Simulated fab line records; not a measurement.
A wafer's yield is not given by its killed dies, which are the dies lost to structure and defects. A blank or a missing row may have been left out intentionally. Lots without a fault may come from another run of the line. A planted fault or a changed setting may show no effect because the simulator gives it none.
Comparing a struck lot with a sound one | flow n5Finfet | 15 steps out of a route of 1938
Sound: wafers L628.2, L628.5, L628.6. Wafers L626.1, L626.3, L626.6 were the ones struck. The cause is named last.
At each step with rows: each side's tool, then ch and its chambers, then its first start. Under that, the readings that differ: sound wafers | struck wafers | difference of the means | sigmas: that difference in standard deviations of wafers without a fault.
alike: words and numbers the same on both sides, and readings whose means are apart by under 2 such deviations; not compared: readings that were withheld, readings missing a value for some wafer, numbers with overlapping values and no deviation given by the record, and bounds like >300 which may hide the same value.
Wherever a step has rows on one side only, a row that says differs or no value, or a row with sigmas, the two part there. Numbers that have no deviation but don't overlap get no sigmas and don't part them. Lack of a reading on every wafer of one side parts them only where that side has two or more wafers.

N5_BEOL_M6_VIA_ETCH_34: etches SiCOH lowk in C4F6/O2, target depth 126.3 nm, time 50.9 s.
  sound on rieDiel-01 ch 0,1,2, day 15 21:43; struck on rieDiel-04 ch 1,2,3, day 14 23:29
  alike: C4F6_flow_sccm, drypumpMotorCurrentA, oesProductAu, rfFwdPowerW, rfVppV, showerheadPlenumPTorr, throttleValvePct
  not compared: rfHoursCounterH
then, 1 step without rows for these wafers: N5_BEOL_M6_STRIP_76 (strips in C4F6/O2).
N5_BEOL_M6_STRIP_36: strips in N2/H2.
  sound on rieDiel-01 ch 0,1,2, day 15 21:46; struck on rieDiel-04 ch 1,2,3, day 14 23:33
  alike: drypumpMotorCurrentA, oesProductAu, powerW, rfVppV, showerheadPlenumPTorr, throttleValvePct
  not compared: rfHoursCounterH
N5_BEOL_M6_TRENCH_ETCH_37: etches SiCOH lowk in C4F6/O2, target depth 94.435 nm, time 31.5 s.
  sound: rieDiel-01 ch 0,1,2; struck: rieDiel-04 ch 1,2,3
  alike: C4F6_flow_sccm, drypumpMotorCurrentA, oesProductAu, rfFwdPowerW, rfVppV, showerheadPlenumPTorr, throttleValvePct
  not compared: rfHoursCounterH
then, 1 step without rows for these wafers: N5_BEOL_M6_ETCH_41 (etches SiCN in CH3F/O2, target depth 29.7 nm, time 52 s).
N5_BEOL_M6_STRIP_80: strips in N2/H2, time 10 s.
  sound: rieDiel-01 ch 0,1,2; struck: rieDiel-04 ch 1,2,3
  alike: drypumpMotorCurrentA, oesProductAu, rfVppV, showerheadPlenumPTorr, throttleValvePct
  not compared: rfHoursCounterH
N5_BEOL_M6_OCD_MEAS_38:
  sound: ocd-01 at day 15 21:58; struck: ocd-01 at day 14 23:44
  alike: trenchDepthNm
then, 4 steps without rows for these wafers: N5_BEOL_M6_HM_STRIP_39 (strips TiN in peroxide tin strip, target depth 25 nm, time 158 s); N5_BEOL_M6_SRD_40 (time 30 s); N5_BEOL_M6_PRECLEAN_42 (cleans in residue remover, time 60 s); N5_BEOL_M6_SRD_43 (time 30 s).
N5_BEOL_M6_CD_MEAS_35: target cd 40 nm, target cd y 28 nm.
  sound: cdSem-03 at day 15 22:08; struck: cdSem-01 at day 14 23:53
  alike: cdNm
N5_BEOL_M6_CURE_75: cures SiCOH lowk, time 120 s.
  sound on uvCure-03 ch 0, day 15 22:13; struck on uvCure-01 ch 0, day 14 23:56
  no value came back on the struck wafers for lampPowerPct (%), runLengthS (s), wafer_temp_C_max; on the sound wafers lampPowerPct (%) reads 52.42 52.33 52.36
N5_BEOL_M6_DEGAS_44: time 60 s.
  sound: pvdSputter-03 at day 15 22:33; struck: pvdSputter-03 at day 15 00:36
  alike: heaterPowerW
-- here the record skips 4 days between the struck wafers' starts before and after, leaving off in module BEOL_M6 and picking up in module PASSIVATION (first step shown: number 1936 of the route) --
N5_PASSIVATION_PROBE_49:
  sound: prober-02 at day 19 13:14; struck: prober-01 at day 18 16:58
reading               | sound       | struck      | difference | sigmas
killed_at_M4_up       | 26 35 29    | 18 11 23    | -13        | -2
killedAtOther         | 2 4 3       | 13 11 6     | +7         | +3
killedOpen            | 79 86 88    | 57 58 68    | -23        | -2
sort_bin_6_memory (%) | 4.6 4.6 3.5 | 2.8 1.9 3.0 | -1.7       | -3
  alike: defectLimitedYield, killed_at_M0_to_M3, killedAtContacts, killedAtFrontEnd, killedDies, killedShort, sort_bin_5_function, sortNPass, sortYieldPct

## WHERE THEY PART
Earliest at N5_BEOL_M6_CURE_75; latest, in this record, at N5_PASSIVATION_PROBE_49.

WHY: whatever the simulator had introduced
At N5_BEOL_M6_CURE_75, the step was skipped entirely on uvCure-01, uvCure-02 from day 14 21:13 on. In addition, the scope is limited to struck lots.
